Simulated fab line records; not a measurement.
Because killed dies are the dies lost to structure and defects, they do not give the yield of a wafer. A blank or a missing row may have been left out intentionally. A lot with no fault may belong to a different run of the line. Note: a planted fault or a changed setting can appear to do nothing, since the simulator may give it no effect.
fab line records	flow n5Finfet
record lots=24	wafers=72	lastDay=18
route steps=1938 shown BEOL_M11@1554 BEOL_M12@1632
lots that met no fault: taken from a fault-free run of the same line
startH: hours from the record's first day to the start of the lot's first wafer shown	waitH: hours elapsed since this lot's preceding step	" as in the row above	L1.1+2: several wafers, shown together as one row	- no value present, or no start provided	* or withheld: withheld	< > ~ a bound
route shown NAME@n: NAME is a module with steps in the file, n the number in the route of the first one	usual: mean/standard deviation taken from wafers without a fault	same: alike in all rows	chamber/n: place in a boat	sites: per-site readings	_std_site: the values' standard deviation	_edge_site: the outer-site mean with the inner-site mean subtracted	radiusMm: how far each site lies from the wafer's centre	mask NAME#n: copy n	behind: the last tool/chamber to shape the wafer	hold: why the lot was held/for how many hours/how that ended	device: the n, p or np transistor that did not switch	end of line: the same wafers' tests at the end of the route	step lacking rows: just its recipe	killed: at the first sort, the dies lost to defects and structure; wafer yield is something else	map: dies across one wafer; x = killed, . = not, _ = none there
set.NAME: the setting the step ran with; set.NAME@STEP: the setting that earlier step ran with	model.NAME: the simulator's own value behind a step, which no gauge read
route steps across a sampled set of lots; one table per step, one row per wafer
services: a tool's chamber out of use, with start hour (startH, from the record's first day; less than 0 if before it), hours out, and reason
## steps
# step N5_BEOL_M11_ETCH_62
# recipe chemistry=N2/H2	target=SOC	targetDepthA=1100	overetchA=220	maskMaterial=SiARC	tempC=40	timeS=165	ionEnergyEv=200	pressureMtorr=30	sourceW=840	biasW=150	n2FlowSccm=200	h2FlowSccm=200
# usual drypumpMotorCurrentA=5.41/0.27	oesProductAu=0.67/0.077	rfVppV=524.5/1.9	showerheadPlenumPTorr=2.57/0.062	throttleValvePct=17.9/0.3
lot.wafer	tool	chamber	startH	waitH	drypumpMotorCurrentA	oesProductAu	rfHoursCounterH	rfVppV	showerheadPlenumPTorr	throttleValvePct
L075.2	rieDiel-03	2	232.98	0.0	5.29	0.58	246	522.6	2.50	18.1
L075.4	"	1	"	"	5.27	0.68	-	528.3	2.67	17.6
L075.5	"	0	"	"	5.93	0.60	-	523.6	2.51	17.5
L076.1	rieDiel-05	3	239.98	0.0	5.30	0.61	178	522.3	2.52	18.0
L076.4	"	2	"	"	5.67	0.77	23	525.8	2.60	17.7
L076.5	"	2	"	"	5.70	0.76	-	523.2	2.60	17.7
L074.2	rieDiel-06	1	243.30	0.0	5.45	0.77	14	525.5	2.60	17.5
L074.3	"	3	"	"	5.33	0.61	186	523.4	2.54	18.1
L074.6	"	0	"	"	5.10	0.61	-	528.4	2.66	17.9
L077.3	rieDiel-06	1	250.00	0.0	5.46	0.76	17	526.7	2.60	17.5
L077.5	"	0	"	"	5.10	0.60	-	527.1	2.66	17.9
L077.6	"	3	"	"	5.31	0.60	-	523.6	2.54	18.1
L079.2	rieDiel-03	3	272.81	0.0	5.17	0.79	7	525.9	2.62	17.8
L079.3	"	1	"	"	5.28	0.66	88	528.1	2.66	17.6
L079.6	"	0	"	"	5.93	0.59	-	522.9	2.50	17.6
L078.1	rieDiel-05	3	273.42	0.0	5.32	0.61	189	523.7	2.52	18.0
L078.2	"	0	"	"	5.04	0.81	17	525.9	2.62	17.9
L078.5	"	2	"	"	5.70	0.74	-	523.9	2.59	17.7
L082.3	rieDiel-03	3	278.66	0.0	5.14	0.78	10	525.1	2.62	17.8
L082.5	"	2	"	"	5.29	0.81	-	522.7	2.50	17.7
L082.6	"	3	"	"	5.12	0.79	-	525.9	2.62	17.8
L080.2	rieDiel-03	1	279.03	0.0	5.28	0.67	91	528.9	2.66	17.7
L080.3	"	3	"	"	5.14	0.78	11	526.1	2.62	17.8
L080.5	"	3	"	"	5.14	0.78	-	525.6	2.62	17.8
L081.1	rieDiel-05	1	282.41	0.0	5.45	0.74	55	522.4	2.48	17.4
L081.3	"	2	"	"	5.70	0.75	37	525.0	2.59	17.7
L081.6	"	1	"	"	5.46	0.73	-	523.6	2.48	17.4
L083.1	rieDiel-06	2	288.90	0.0	5.92	0.62	218	523.4	2.54	18.5
L083.2	"	3	"	"	5.34	0.59	199	522.9	2.53	18.1
L083.6	"	1	"	"	5.46	0.74	-	526.4	2.60	17.6
L085.1	rieDiel-06	1	289.59	0.0	5.44	0.75	28	524.6	2.60	17.6
L085.3	"	3	"	"	5.35	0.59	200	524.1	2.53	18.1
L085.6	"	1	"	"	5.45	0.75	-	524.7	2.60	17.6
L084.1	rieDiel-06	3	291.15	0.0	5.33	0.59	200	524.8	2.53	18.1
L084.4	"	3	"	"	5.34	0.59	-	522.8	2.53	18.1
L084.5	"	1	"	"	5.46	0.75	-	522.7	2.60	17.6
L087.2	rieDiel-03	2	310.43	0.0	5.23	0.78	14	522.6	2.49	17.7
L087.3	"	0	"	"	5.95	0.59	233	523.4	2.50	17.6
L087.5	"	1	"	"	5.28	0.65	-	526.9	2.66	17.7
L086.3	rieDiel-05	2	312.31	0.0	5.67	0.74	40	524.3	2.59	17.7
L086.4	"	1	"	"	5.48	0.71	-	523.2	2.47	17.4
L086.5	"	3	"	"	5.31	0.59	-	524.7	2.51	18.0
L088.3	rieDiel-06	2	315.45	0.0	5.88	0.61	227	524.0	2.54	18.5
L088.5	"	0	"	"	5.11	0.60	-	525.3	2.65	17.9
L088.6	"	3	"	"	5.32	0.59	-	522.7	2.53	18.1
L089.1	rieDiel-06	3	322.01	0.0	5.33	0.59	210	522.7	2.53	18.1
L089.2	"	1	"	"	5.44	0.73	37	525.8	2.59	17.6
L089.3	"	0	"	"	5.08	0.60	189	527.0	2.65	18.0
L090.2	rieDiel-05	2	331.02	0.0	5.68	0.74	45	524.8	2.59	17.7
L090.3	"	1	"	"	5.47	0.71	75	523.6	2.47	17.4
L090.4	"	3	"	"	5.33	0.59	210	524.2	2.51	18.0
L091.1	rieDiel-03	3	331.90	0.0	5.15	0.75	27	526.4	2.61	17.8
L091.2	"	0	"	"	5.96	0.59	240	522.6	2.50	17.6
L091.4	"	1	"	"	5.28	0.65	107	526.8	2.66	17.7
L092.1	rieDiel-06	0	339.58	0.0	5.10	0.59	194	526.6	2.65	18.0
L092.2	"	1	"	"	5.41	0.73	42	525.7	2.59	17.6
L092.3	"	2	"	"	5.93	0.61	233	523.8	2.53	18.5
L095.2	rieDiel-03	2	352.38	0.0	5.27	0.75	27	523.3	2.49	17.7
L095.3	"	0	"	"	5.93	0.58	247	523.1	2.49	17.6
L095.6	"	1	"	"	5.27	0.65	-	526.8	2.65	17.7
L093.1	rieDiel-03	3	360.68	0.0	5.15	0.73	36	525.5	2.61	17.8
L093.3	"	1	"	"	5.29	0.64	117	527.3	2.65	17.7
L093.5	"	1	"	"	5.29	0.64	-	525.8	2.65	17.7
L096.1	rieDiel-06	0	369.02	0.0	5.07	0.59	203	527.4	2.65	18.0
L096.3	"	3	"	"	5.33	0.58	224	523.7	2.52	18.2
L096.4	"	1	"	"	5.45	0.71	51	524.6	2.59	17.6
L094.1	rieDiel-03	1	369.18	0.0	5.27	0.64	119	527.8	2.65	17.7
L094.4	"	2	"	"	5.24	0.74	-	523.7	2.48	17.7
L094.5	"	3	"	"	5.16	0.73	-	525.1	2.61	17.9
L097.3	rieDiel-06	1	376.74	0.0	5.47	0.71	54	524.7	2.59	17.6
L097.5	"	3	"	"	5.29	0.58	-	523.8	2.52	18.2
L097.6	"	2	"	"	5.92	0.59	-	523.4	2.53	18.5
# step N5_BEOL_M11_OCD_MEAS_38
# usual trenchDepthNm=150/3
lot.wafer	tool	chamber	startH	waitH	trenchDepthNm
L075.2	ocd-01	-	235.10	-	145
L075.4	"	-	"	"	151
L075.5	"	-	"	"	143
L076.1	ocd-02	-	242.95	-	153
L076.4	"	-	"	"	145
L076.5	"	-	"	"	146
L074.2	ocd-02	-	245.56	-	149
L074.3	"	-	"	"	153
L074.6	"	-	"	"	152
L077.3	ocd-02	-	251.51	-	146
L077.5	"	-	"	"	147
L077.6	"	-	"	"	147
L079.2	ocd-02	-	274.78	-	147
L079.3	"	-	"	"	148
L079.6	"	-	"	"	143
L078.1	ocd-02	-	275.18	-	152
L078.2	"	-	"	"	149
L078.5	"	-	"	"	147
L082.3	ocd-02	-	281.79	-	152
L082.5	"	-	"	"	143
L082.6	"	-	"	"	152
L080.2	ocd-01	-	281.96	-	151
L080.3	"	-	"	"	149
L080.5	"	-	"	"	149
L081.1	ocd-01	-	283.82	-	150
L081.3	"	-	"	"	151
L081.6	"	-	"	"	152
L083.1	ocd-01	-	292.82	-	146
L083.2	"	-	"	"	147
L083.6	"	-	"	"	147
L085.1	ocd-02	-	293.20	-	153
L085.3	"	-	"	"	149
L085.6	"	-	"	"	151
L084.1	ocd-01	-	293.28	-	148
L084.4	"	-	"	"	151
L084.5	"	-	"	"	148
L087.2	ocd-02	-	314.09	-	151
L087.3	"	-	"	"	155
L087.5	"	-	"	"	148
L086.3	ocd-01	-	315.04	-	148
L086.4	"	-	"	"	151
L086.5	"	-	"	"	154
L088.3	ocd-02	-	317.05	-	151
L088.5	"	-	"	"	150
L088.6	"	-	"	"	147
L089.1	ocd-02	-	325.07	-	148
L089.2	"	-	"	"	148
L089.3	"	-	"	"	147
L090.2	ocd-01	-	332.84	-	148
L090.3	"	-	"	"	151
L090.4	"	-	"	"	149
L091.1	ocd-02	-	335.06	-	148
L091.2	"	-	"	"	148
L091.4	"	-	"	"	154
L092.1	ocd-02	-	341.00	-	148
L092.2	"	-	"	"	148
L092.3	"	-	"	"	154
L095.2	ocd-02	-	354.70	-	152
L095.3	"	-	"	"	151
L095.6	"	-	"	"	153
L093.1	ocd-01	-	362.14	-	148
L093.3	"	-	"	"	150
L093.5	"	-	"	"	151
L096.1	ocd-01	-	370.52	-	158
L096.3	"	-	"	"	153
L096.4	"	-	"	"	151
L094.1	ocd-02	-	370.84	-	151
L094.4	"	-	"	"	153
L094.5	"	-	"	"	149
L097.3	ocd-02	-	378.11	-	153
L097.5	"	-	"	"	148
L097.6	"	-	"	"	146
# step N5_BEOL_M11_DEGAS_44
# recipe ambient=vacuum	tempC=250	timeS=60
# usual heaterPowerW=337/35
lot.wafer	tool	chamber	startH	waitH	heaterPowerW
L075.2	pvdSputter-02	-	236.11	0.7	330
L075.4	"	-	"	"	321
L075.5	"	-	"	"	423
L076.1	pvdSputter-03	-	243.51	0.3	341
L076.4	"	-	"	"	341
L076.5	"	-	"	"	349
L074.2	pvdSputter-03	-	246.21	0.3	343
L074.3	"	-	"	"	276
L074.6	"	-	"	"	343
L077.3	pvdSputter-02	-	252.05	0.2	322
L077.5	"	-	"	"	323
L077.6	"	-	"	"	412
L079.2	pvdSputter-03	-	275.59	0.4	345
L079.3	"	-	"	"	356
L079.6	"	-	"	"	277
L078.1	pvdSputter-02	-	276.65	1.0	355
L078.2	"	-	"	"	314
L078.5	"	-	"	"	366
L082.3	pvdSputter-01	-	282.49	0.4	318
L082.5	"	-	"	"	317
L082.6	"	-	"	"	311
L080.2	pvdSputter-01	-	282.87	0.5	314
L080.3	"	-	"	"	355
L080.5	"	-	"	"	320
L081.1	pvdSputter-02	-	284.64	0.5	422
L081.3	"	-	"	"	323
L081.6	"	-	"	"	418
L083.1	pvdSputter-01	-	293.63	0.5	320
L083.2	"	-	"	"	355
L083.6	"	-	"	"	350
L085.1	pvdSputter-01	-	295.76	2.2	328
L085.3	"	-	"	"	347
L085.6	"	-	"	"	315
L084.1	pvdSputter-03	-	296.06	2.5	339
L084.4	"	-	"	"	366
L084.5	"	-	"	"	281
L087.2	pvdSputter-01	-	316.10	0.5	328
L087.3	"	-	"	"	318
L087.5	"	-	"	"	324
L086.3	pvdSputter-03	-	316.89	0.2	346
L086.4	"	-	"	"	337
L086.5	"	-	"	"	359
L088.3	pvdSputter-03	-	319.83	0.7	344
L088.5	"	-	"	"	270
L088.6	"	-	"	"	340
L089.1	pvdSputter-03	-	325.97	0.4	342
L089.2	"	-	"	"	356
L089.3	"	-	"	"	340
L090.2	pvdSputter-03	-	335.00	1.9	348
L090.3	"	-	"	"	358
L090.4	"	-	"	"	280
L091.1	pvdSputter-03	-	335.84	0.5	336
L091.2	"	-	"	"	276
L091.4	"	-	"	"	358
L092.1	pvdSputter-02	-	341.53	0.3	412
L092.2	"	-	"	"	329
L092.3	"	-	"	"	319
L095.2	pvdSputter-02	-	355.26	0.3	329
L095.3	"	-	"	"	416
L095.6	"	-	"	"	349
L093.1	pvdSputter-02	-	363.07	0.6	316
L093.3	"	-	"	"	408
L093.5	"	-	"	"	324
L096.1	pvdSputter-01	-	372.15	1.4	323
L096.3	"	-	"	"	320
L096.4	"	-	"	"	356
L094.1	pvdSputter-02	-	372.22	1.1	328
L094.4	"	-	"	"	410
L094.5	"	-	"	"	326
L097.3	pvdSputter-02	-	378.64	0.2	416
L097.5	"	-	"	"	320
L097.6	"	-	"	"	421
# step N5_BEOL_M11_THK_MEAS_53
# recipe thkMeasGauge=xrf	reads=Cu_of_BEOL_M11_ECD_50
# usual M11_THK=142/3
lot.wafer	tool	chamber	startH	waitH	M11_THK[nm]
L075.2	filmMetro-01	-	238.73	-	139
L075.4	"	-	"	"	146
L075.5	"	-	"	"	139
L076.1	filmMetro-01	-	246.78	-	143
L076.4	"	-	"	"	135
L076.5	"	-	"	"	138
L074.2	filmMetro-02	-	247.67	-	144
L074.3	"	-	"	"	147
L074.6	"	-	"	"	146
L077.3	filmMetro-01	-	253.77	-	140
L077.5	"	-	"	"	140
L077.6	"	-	"	"	139
L079.2	filmMetro-02	-	277.58	-	141
L079.3	"	-	"	"	142
L079.6	"	-	"	"	138
L078.1	filmMetro-02	-	278.88	-	144
L078.2	"	-	"	"	140
L078.5	"	-	"	"	139
L082.3	filmMetro-01	-	284.27	-	148
L082.5	"	-	"	"	136
L082.6	"	-	"	"	147
L080.2	filmMetro-02	-	284.98	-	141
L080.3	"	-	"	"	143
L080.5	"	-	"	"	143
L081.1	filmMetro-02	-	286.13	-	143
L081.3	"	-	"	"	146
L081.6	"	-	"	"	146
L083.1	filmMetro-02	-	297.01	-	139
L083.2	"	-	"	"	141
L083.6	"	-	"	"	139
L085.1	filmMetro-02	-	297.20	-	143
L085.3	"	-	"	"	142
L085.6	"	-	"	"	143
L084.1	filmMetro-02	-	297.90	-	141
L084.4	"	-	"	"	146
L084.5	"	-	"	"	141
L087.2	filmMetro-01	-	317.55	-	142
L087.3	"	-	"	"	146
L087.5	"	-	"	"	139
L086.3	filmMetro-01	-	318.60	-	140
L086.4	"	-	"	"	143
L086.5	"	-	"	"	146
L088.3	filmMetro-02	-	321.77	-	143
L088.5	"	-	"	"	146
L088.6	"	-	"	"	139
L089.1	filmMetro-01	-	327.88	-	140
L089.2	"	-	"	"	144
L089.3	"	-	"	"	140
L090.2	filmMetro-01	-	336.72	-	141
L090.3	"	-	"	"	145
L090.4	"	-	"	"	142
L091.1	filmMetro-01	-	337.43	-	138
L091.2	"	-	"	"	138
L091.4	"	-	"	"	143
L092.1	filmMetro-02	-	343.91	-	137
L092.2	"	-	"	"	139
L092.3	"	-	"	"	144
L095.2	filmMetro-02	-	356.92	-	144
L095.3	"	-	"	"	145
L095.6	"	-	"	"	146
L093.1	filmMetro-01	-	365.32	-	140
L093.3	"	-	"	"	142
L093.5	"	-	"	"	141
L096.1	filmMetro-02	-	373.56	-	150
L096.3	"	-	"	"	144
L096.4	"	-	"	"	142
L094.1	filmMetro-02	-	373.72	-	144
L094.4	"	-	"	"	146
L094.5	"	-	"	"	142
L097.3	filmMetro-01	-	382.81	-	145
L097.5	"	-	"	"	140
L097.6	"	-	"	"	138
# step N5_BEOL_M12_CD_MEAS_28
# recipe targetCdNm=160.2	landingEnergyEv=500	detector=seInlens	polarity=opening
# usual cdNm=159.8/1.6
# same landingEnergyEv=500
lot.wafer	tool	chamber	startH	waitH	cdNm
L075.2	cdSem-01	0	240.46	-	159.0
L075.4	"	0	"	"	158.3
L075.5	"	0	"	"	159.4
L076.1	cdSem-01	0	248.33	-	159.8
L076.4	"	0	"	"	159.3
L076.5	"	0	"	"	159.6
L074.2	cdSem-02	0	249.45	-	161.4
L074.3	"	0	"	"	160.3
L074.6	"	0	"	"	158.5
L077.3	cdSem-02	0	255.44	-	161.1
L077.5	"	0	"	"	159.8
L077.6	"	0	"	"	161.4
L079.2	cdSem-02	0	279.22	-	161.2
L079.3	"	0	"	"	159.6
L079.6	"	0	"	"	156.5
L078.1	cdSem-01	0	281.67	-	158.8
L078.2	"	0	"	"	160.8
L078.5	"	0	"	"	161.8
L082.3	cdSem-01	0	286.03	-	160.2
L082.5	"	0	"	"	159.9
L082.6	"	0	"	"	160.4
L080.2	cdSem-01	0	286.68	-	160.6
L080.3	"	0	"	"	160.3
L080.5	"	0	"	"	158.4
L081.1	cdSem-03	0	288.06	-	158.1
L081.3	"	0	"	"	157.9
L081.6	"	0	"	"	158.9
L083.1	cdSem-02	0	298.55	-	158.7
L083.2	"	0	"	"	160.7
L083.6	"	0	"	"	159.1
L085.1	cdSem-03	0	298.86	-	158.4
L085.3	"	0	"	"	158.6
L085.6	"	0	"	"	157.5
L084.1	cdSem-02	0	299.83	-	158.4
L084.4	"	0	"	"	160.2
L084.5	"	0	"	"	158.0
L087.2	cdSem-02	0	319.34	-	157.5
L087.3	"	0	"	"	158.0
L087.5	"	0	"	"	159.5
L086.3	cdSem-03	0	320.27	-	156.7
L086.4	"	0	"	"	159.7
L086.5	"	0	"	"	154.4
L088.3	cdSem-03	0	323.53	-	161.1
L088.5	"	0	"	"	158.4
L088.6	"	0	"	"	158.8
L089.1	cdSem-03	0	329.54	-	160.4
L089.2	"	0	"	"	160.1
L089.3	"	0	"	"	161.9
L090.2	cdSem-03	0	338.38	-	157.7
L090.3	"	0	"	"	159.9
L090.4	"	0	"	"	159.2
L091.1	cdSem-03	0	338.96	-	159.4
L091.2	"	0	"	"	161.0
L091.4	"	0	"	"	159.2
L092.1	cdSem-02	0	345.44	-	160.6
L092.2	"	0	"	"	161.1
L092.3	"	0	"	"	161.1
L095.2	cdSem-01	0	358.58	-	162.9
L095.3	"	0	"	"	158.4
L095.6	"	0	"	"	159.4
L093.1	cdSem-03	0	367.25	-	162.2
L093.3	"	0	"	"	160.2
L093.5	"	0	"	"	160.9
L096.1	cdSem-03	0	375.09	-	161.9
L096.3	"	0	"	"	159.4
L096.4	"	0	"	"	160.1
L094.1	cdSem-03	0	375.38	-	159.2
L094.4	"	0	"	"	160.7
L094.5	"	0	"	"	158.9
L097.3	cdSem-01	0	384.39	-	162.5
L097.5	"	0	"	"	161.9
L097.6	"	0	"	"	164.2
# step N5_BEOL_M12_ETCH_38
# recipe chemistry=CF4/N2	target=SiCN	targetDepthA=687	taperDeg=2	timeS=73.4	ionEnergyEv=150	maskMaterial=SiO2	pressureMtorr=40	sourceW=430	biasW=70	Ar_flow_sccm=100	cf4FlowSccm=60	n2FlowSccm=60
# usual drypumpMotorCurrentA=5.8/0.54	oesProductAu=0.78/0.086	rfVppV=382.1/1.7	showerheadPlenumPTorr=2.19/0.065	throttleValvePct=15.53/0.24
lot.wafer	tool	chamber	startH	waitH	drypumpMotorCurrentA	oesProductAu	rfHoursCounterH	rfVppV	showerheadPlenumPTorr	throttleValvePct
L075.2	rieDiel-01	2	242.41	-	5.1	0.77	112	380.7	2.13	15.45
L075.4	"	3	"	"	6.2	0.79	80	383.4	2.23	15.02
L075.5	"	1	"	"	5.4	0.79	-	383.0	2.24	15.38
L076.1	rieDiel-01	2	249.10	-	5.2	0.77	115	380.9	2.13	15.44
L076.4	"	0	"	"	5.3	0.83	69	384.7	2.23	15.42
L076.5	"	2	"	"	5.2	0.76	-	380.0	2.13	15.44
L074.2	rieDiel-02	3	251.49	-	5.0	0.72	207	382.1	2.19	15.93
L074.3	"	0	"	"	5.6	0.90	10	383.2	2.26	15.34
L074.6	"	0	"	"	5.6	0.90	-	382.0	2.26	15.32
L077.3	rieDiel-04	1	256.80	-	6.0	0.69	245	381.1	2.17	15.89
L077.5	"	2	"	"	6.2	0.85	-	380.4	2.14	15.20
L077.6	"	3	"	"	5.3	0.74	-	380.7	2.11	15.69
L079.2	rieDiel-01	1	282.59	-	5.4	0.77	103	382.7	2.24	15.41
L079.3	"	2	"	"	5.1	0.75	125	381.1	2.13	15.48
L079.6	"	3	"	"	6.2	0.77	-	382.3	2.23	15.06
L078.1	rieDiel-02	3	283.83	-	5.0	0.71	219	381.4	2.18	15.98
L078.2	"	1	"	"	6.6	0.70	205	382.9	2.19	15.77
L078.5	"	1	"	"	6.6	0.70	-	382.0	2.19	15.79
L082.3	rieDiel-04	3	287.98	-	5.3	0.72	207	379.6	2.11	15.73
L082.5	"	3	"	"	5.3	0.72	-	378.6	2.11	15.72
L082.6	"	0	"	"	6.8	0.68	-	379.6	2.08	15.87
L081.1	rieDiel-01	3	289.18	-	6.3	0.76	96	382.5	2.23	15.06
L081.3	"	0	"	"	5.3	0.81	82	381.5	2.22	15.44
L081.6	"	1	"	"	5.5	0.78	-	382.7	2.24	15.42
L080.2	rieDiel-02	3	289.54	-	5.0	0.71	221	381.7	2.18	15.99
L080.3	"	2	"	"	5.8	0.72	217	383.0	2.26	15.51
L080.5	"	0	"	"	5.6	0.86	-	384.8	2.26	15.36
L083.1	rieDiel-02	1	299.48	-	6.6	0.68	212	382.5	2.19	15.79
L083.2	"	2	"	"	5.8	0.72	221	383.1	2.26	15.53
L083.6	"	3	"	"	5.1	0.70	-	380.9	2.18	15.96
L085.1	rieDiel-01	1	301.75	-	5.5	0.76	109	383.1	2.23	15.40
L085.3	"	3	"	"	6.2	0.77	100	383.3	2.23	15.06
L085.6	"	1	"	"	5.4	0.77	-	384.7	2.23	15.42
L084.1	rieDiel-04	0	309.16	-	6.8	0.67	247	381.0	2.08	15.90
L084.4	"	1	"	"	6.0	0.96	8	381.9	2.17	15.43
L084.5	"	2	"	"	6.1	0.82	-	380.6	2.13	15.25
L086.3	rieDiel-02	2	321.34	-	5.8	0.72	227	383.8	2.26	15.56
L086.4	"	3	"	"	5.0	0.71	231	382.0	2.18	16.00
L086.5	"	1	"	"	6.6	0.69	-	382.6	2.18	15.78
L087.2	rieDiel-02	0	324.55	-	5.6	0.85	31	383.4	2.25	15.38
L087.3	"	1	"	"	6.6	0.68	219	382.2	2.18	15.80
L087.5	"	1	"	"	6.6	0.69	-	381.5	2.18	15.81
L088.3	rieDiel-04	1	324.62	-	6.0	0.93	15	383.1	2.17	15.44
L088.5	"	3	"	"	5.3	0.72	-	379.2	2.10	15.75
L088.6	"	2	"	"	6.2	0.82	-	380.7	2.13	15.25
L089.1	rieDiel-04	2	332.19	-	6.1	0.81	107	379.9	2.13	15.27
L089.2	"	0	"	"	6.8	1.00	0	386.0	2.34	15.42
L089.3	"	3	"	"	5.3	0.71	226	378.1	2.10	15.77
L090.2	rieDiel-04	1	341.16	-	6.1	0.92	21	381.4	2.16	15.46
L090.3	"	2	"	"	6.1	0.81	110	380.0	2.13	15.29
L090.4	"	0	"	"	6.8	0.99	3	386.7	2.34	15.43
L091.1	rieDiel-01	3	341.59	-	6.2	0.75	114	383.7	2.22	15.09
L091.2	"	1	"	"	5.5	0.76	124	382.1	2.23	15.46
L091.4	"	0	"	"	5.3	0.79	99	382.8	2.22	15.49
L092.1	rieDiel-04	0	347.68	-	6.7	0.97	5	385.7	2.34	15.43
L092.2	"	1	"	"	6.0	0.92	23	381.1	2.16	15.47
L092.3	"	3	"	"	5.3	0.71	231	380.8	2.10	15.77
L095.2	rieDiel-04	3	360.76	-	5.3	0.70	235	378.9	2.10	15.77
L095.3	"	1	"	"	6.0	0.91	27	381.0	2.16	15.47
L095.6	"	2	"	"	6.1	0.79	-	381.7	2.12	15.29
L093.1	rieDiel-02	0	369.18	-	5.6	0.81	47	384.5	2.25	15.42
L093.3	"	2	"	"	5.8	0.71	243	383.8	2.25	15.58
L093.5	"	3	"	"	5.1	0.68	-	380.9	2.17	16.04
L096.1	rieDiel-02	0	376.85	-	5.6	0.81	51	384.6	2.24	15.41
L096.3	"	2	"	"	5.8	0.70	246	384.1	2.25	15.57
L096.4	"	2	"	"	5.9	0.70	-	384.4	2.25	15.58
L094.1	rieDiel-04	0	377.23	-	6.8	0.94	14	385.1	2.33	15.46
L094.4	"	3	"	"	5.3	0.70	241	378.6	2.10	15.80
L094.5	"	3	"	"	5.3	0.71	-	379.5	2.10	15.80
L097.3	rieDiel-02	2	387.01	-	5.8	0.70	252	384.6	2.25	15.58
L097.5	"	2	"	"	5.8	0.70	-	384.2	2.25	15.58
L097.6	"	1	"	"	6.6	0.67	-	382.3	2.18	15.85
## services
tool	chamber	startH	hours	kind
rieDiel-02	0	211.43	-	clean
rieDiel-02	0	211.43	-	consumableReplace:focusRing
rieDiel-02	0	211.43	15.1	scheduledDown
rieDiel-03	-	223.67	1.2	repair
rieDiel-06	3	226.39	4.2	repair
rieDiel-01	-	226.88	11.4	repair
rieDiel-06	2	227.03	16.7	repair
pvdSputter-02	-	239.55	2.6	repair
rieDiel-03	-	252.99	2.8	pm
rieDiel-03	3	257.10	10.3	repair
rieDiel-02	0	269.78	9.7	repair
rieDiel-01	-	271.78	1.1	repair
rieDiel-03	0	275.51	4.4	repair
rieDiel-03	-	281.98	0.1	repair
rieDiel-06	0	287.29	12.3	repair
rieDiel-05	2	295.07	17.0	repair
pvdSputter-01	-	306.96	5.3	repair
rieDiel-05	2	316.07	4.0	repair
rieDiel-03	3	317.28	3.7	repair
pvdSputter-01	-	347.23	7.8	repair
pvdSputter-01	-	365.53	1.5	repair
rieDiel-05	1	370.48	4.3	repair
rieDiel-05	1	375.69	6.9	repair
rieDiel-02	1	377.66	3.6	repair
## key
fault none
